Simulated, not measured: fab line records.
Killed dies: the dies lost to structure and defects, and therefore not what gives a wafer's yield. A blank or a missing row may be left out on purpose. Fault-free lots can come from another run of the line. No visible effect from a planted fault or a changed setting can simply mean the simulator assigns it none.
Chamber matching ; flow n5 finfet ; N5_BEOL_M0_SAQP_PECVD_97 on pecvd-03 has 3 sister chambers
The step deposits SiNx from SiH4/NH3/N2, target thk 23 nm, time 19.9 s. 3 wafers are shown with their chamber, then 8 later ones without.

## EACH WAFER AND ITS CHAMBER
wafer;chamber;showerhead plenum p Torr (Torr)
L089.6;1;5.23
L092.1;0;5.26
L093.1;2;5.08

## WAFERS MISSING THEIR CHAMBER
wafer;showerhead plenum p Torr (Torr)
L093.4;5.26
L093.5;5.09
L094.1;5.27
L094.5;5.22
L094.6;5.26
L096.2;5.09
L096.3;5.21
L096.5;5.27

## WHICH CHAMBER EACH WENT THROUGH
wafer;from the rows above;in truth
L093.4;0;0
L093.5;2;2
L094.1;0;0
L094.5;1;1
L094.6;0;0
L096.2;2;2
L096.3;1;1
L096.5;0;0
Correct placement for 8 of the 8. Not placeable from these rows: 0. Number placed wrongly: 0.
How it was worked out, from the rows above alone: a wafer's distance from a chamber is the root of the sum, over the readings, of the square of ((its reading less the chamber's mean) divided by the reading's scatter). The wafer belongs to the nearest chamber; if the next one is less than 2 further off, it can't be placed. A chamber's mean is the mean of its shown wafers. The scatter (one wafer shown for each chamber): square how far every hidden wafer sits from the nearest shown wafer, average those squares and take the square root.
